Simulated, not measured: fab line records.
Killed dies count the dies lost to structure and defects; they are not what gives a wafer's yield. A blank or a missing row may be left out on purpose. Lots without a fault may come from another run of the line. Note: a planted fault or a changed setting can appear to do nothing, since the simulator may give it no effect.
Lot-split experiment -- flow n5 finfet -- on a route of 1938 steps: 7 lots, 21 wafers read

## THE SPLIT ITSELF
At N5_BEOL_M4_COAT_62 (time 60 s, resist thk 12 nm), the setting spin rpm was moved away from the recipe's 1500 rpm on 7 of the 21 wafers read, by -8.0% to +11.1%. All remaining wafers had this setting at the recipe value.

## FROM THE SPLIT TO THE READING: what the file shows between them, 4 steps
- N5_BEOL_M4_COAT_73: time 60 s, resist thk 5 nm
- N5_BEOL_M4_COAT_05: resist thk 30 nm
- N5_BEOL_M4_DESCUM_16: chemistry O2, time 7 s
- N5_BEOL_M4_ETCH_74: etches underlayer in N2/H2, target depth 6.5 nm, time 5.2 s

## THE READING
CAR-EUV_of_BEOL_M4_COAT_05.thk nm (the simulator's own value, which no gauge read), in nm, at N5_BEOL_M4_ETCH_63 (etches SiARC in CF4, target depth 15.6 nm, time 26 s). The file does not state a usual value for it. Average 11.1 nm, standard deviation 0.12 nm, over the 14 wafers here run with the recipe.

wafer,"tool, chamber at the split","spin rpm as run, rpm",against the recipe,"CAR-EUV_of_BEOL_M4_COAT_05.thk nm, nm",against lot-mates on the recipe
L076.2,"litho track-04, 0",1404,-6.4%,11,-0.2
L076.4,"litho track-04, 0",1500,recipe,11.2,-
L076.5,"litho track-04, 0",1500,recipe,11.2,-
L083.3,"litho track-01, 0",1500,recipe,11,-
L083.5,"litho track-01, 0",1500,recipe,11,-
L083.4,"litho track-01, 0",1500,recipe,11,-
L086.1,"litho track-05, 0",1400,-6.7%,11,-0.4
L086.3,"litho track-05, 0",1500,recipe,11.4,-
L086.5,"litho track-05, 0",1400,-6.7%,11,-0.4
L085.3,"litho track-05, 0",1380,-8.0%,10.6,-0.4
L085.4,"litho track-05, 0",1500,recipe,11,-
L085.5,"litho track-05, 0",1500,recipe,11,-
L089.1,"litho track-04, 0",1500,recipe,11,-
L089.3,"litho track-04, 0",1666,+11.1%,11.8,+0.7
L089.4,"litho track-04, 0",1500,recipe,11.2,-
L088.2,"litho track-04, 0",1433,-4.5%,11,+0.0
L088.3,"litho track-04, 0",1433,-4.5%,11,+0.0
L088.6,"litho track-04, 0",1500,recipe,11,-
L095.2,"litho track-05, 0",1500,recipe,11.2,-
L095.3,"litho track-05, 0",1500,recipe,11.2,-
L095.5,"litho track-05, 0",1500,recipe,11.2,-

FIT RESULTS
A straight line over all 21 wafers: CAR-EUV_of_BEOL_M4_COAT_05.thk nm changes by +0.0446 nm for each +1% of spin rpm; r = +0.80; the points scatter about the line by 0.14 nm.
The same after taking each lot's own level away (the mean of its wafers on the recipe; 21 wafers): +0.0514 nm for each +1%; r = +0.92; scatter 0.088 nm.
The reading moves by 0.57 nm for the largest change in spin rpm, on that fit.
Measured against the standard deviation above, the lots' own levels, which go from 11.00 to 11.40 nm, span 3.2 times it.
So the slope is not independent of the lot-to-lot level: the two fits are not the same.
Check: with one of the wafers moved furthest among these (+11.1%) left out of the fit, the line predicts +0.491 nm for it against its lot-mates. It came out at +0.7 nm against them.

## OTHER SPLITS APPLIED TO THESE WAFERS
Note: prior to the reading, these wafers also went through further splits. Each is held against what the fit with the lots' levels taken away leaves over:
other split on the same wafers,wafers away from the commonest value,r with CAR-EUV_of_BEOL_M4_COAT_05.thk nm (lot level and that fit taken away)
N5_GATE_CUT_ETCH_36 cf4 flow sccm,7,-0.17
N5_MOL_CONTACT_COAG_VIA_ETCH_46 bias w,7,-0.31
N5_MOL_CONTACT_COAG_COAT_64 spin rpm,7,+0.04
N5_BEOL_M0_SAQP_PECVD_96 time s,7,+0.10
N5_BEOL_M0_SAQP_DEVELOP_13 develop time s,5,-0.28
N5_BEOL_M1_ETCH_64 source w,11,-0.58
N5_BEOL_M3_COAT_05 spin rpm,6,+0.15

## THE WHOLE CHAIN: every reading that the file lists as answering this split, in the file's order
step,what it does,reading,change (the file's fit),r (the file's)
N5_BEOL_M4_COAT_62,"time 60 s, resist thk 12 nm","SiARC_of_BEOL_M4_COAT_62.thk nm (the simulator's own value, which no gauge read)",-0.0602 nm for each +1% of the setting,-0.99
N5_BEOL_M4_ETCH_63,"etches SiARC in CF4, target depth 15.6 nm, time 26 s","etch.depth nm (the simulator's own value, which no gauge read)",-0.0594 nm for each +1% of the setting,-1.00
N5_BEOL_M4_ETCH_63,"etches SiARC in CF4, target depth 15.6 nm, time 26 s","CAR-EUV_of_BEOL_M4_COAT_05.thk nm (the simulator's own value, which no gauge read)",+0.051 nm for each +1% of the setting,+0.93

## FILE'S OWN FIT
CAR-EUV_of_BEOL_M4_COAT_05.thk nm changes by +0.051 nm for each +1% of spin rpm, r = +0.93.
